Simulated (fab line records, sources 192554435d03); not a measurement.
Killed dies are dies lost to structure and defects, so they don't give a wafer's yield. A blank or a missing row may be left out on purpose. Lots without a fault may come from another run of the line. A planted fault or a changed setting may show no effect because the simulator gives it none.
Which tool did it? | flow n5_finfet | 11 lots, 33 wafers sampled, at 2 steps of a route of 1938

WHAT THE GAUGES READ, wafer by wafer
N5_MIM_BOT_LITHO_OVL_MEAS_11.
lot  | measured     | on         | MIM_BOT_OVL (nm)
L861 | day 12 12:14 | overlay-02 | 8 -1 7
L862 | day 12 12:28 | overlay-01 | 1 -3 -3
L864 | day 13 04:47 | overlay-01 | 1 12 5
L867 | day 13 17:12 | overlay-02 | 2 1 -5
L868 | day 14 07:03 | overlay-01 | 3 3 11
L871 | day 15 01:17 | overlay-01 | -12 -12 -8
L873 | day 15 11:25 | overlay-01 | 2 -2 -1
L878 | day 16 13:17 | overlay-01 | 2 -4 -4
L879 | day 17 00:16 | overlay-02 | 1 -2 2
L880 | day 17 05:59 | overlay-01 | 4 -6 -6
L884 | day 18 12:15 | overlay-01 | 4 5 -5

WHICH TOOL RAN EACH LOT (tool, then ch and the chambers of the sampled wafers, then the start)
lot  | N5_GATE_CUT_STRIP_29
L861 | wet_bench-04 ch 1,5,7, day 4 13:49
L862 | wet_bench-05 ch 3,5,6, day 4 16:21
L864 | wet_bench-02 ch 0,1,7, day 5 04:51
L867 | wet_bench-05 ch 0,1,7, day 6 00:39
L868 | wet_bench-05 ch 0,3,4, day 6 07:52
L871 | wet_bench-05 ch 4,5,7, day 7 07:53
L873 | wet_bench-05 ch 0,1,7, day 7 19:48
L878 | wet_bench-04 ch 2,6,7, day 8 22:35
L879 | wet_bench-04 ch 2,6,7, day 9 08:38
L880 | wet_bench-02 ch 0,6,7, day 9 09:00
L884 | wet_bench-02 ch 0,2,4, day 10 17:05
- N5_GATE_CUT_STRIP_29: strips in post etch residue remover, time 60 s.

WHAT THE TOOLS THEMSELVES READ (means of the sampled wafers that have a number; where no wafer has one, the mark that the record gives instead)
The record holds no such reading with a usual standard deviation.

THE ANSWER, worked out from the rows above alone
Rule: what is usual is taken from the lots themselves. Put in order of their means at a reading, lots are off if they are a third of the lots or fewer, leave a main group of 4 or more, and stand apart from it by a gap of 3 or more times the standard deviation of the main group's means; of several such gaps the widest counts. A main group whose means are all the same, to the digits that the tables above print for the reading, isn't used. A lot without any number at a reading at which 4 lots or more have one is off too. The other lots that the step has rows for count as sound. The gauges are gone through in route order, then the tools' own readings, and for those a lot's mean is taken as printed above. The first step at which some lot is off is used, and at that step the reading that is off furthest; a lot without a number counts as furthest.
No lot is off at any reading shown: from this, nothing can be told.

WHAT THE SIMULATOR HAD PUT IN
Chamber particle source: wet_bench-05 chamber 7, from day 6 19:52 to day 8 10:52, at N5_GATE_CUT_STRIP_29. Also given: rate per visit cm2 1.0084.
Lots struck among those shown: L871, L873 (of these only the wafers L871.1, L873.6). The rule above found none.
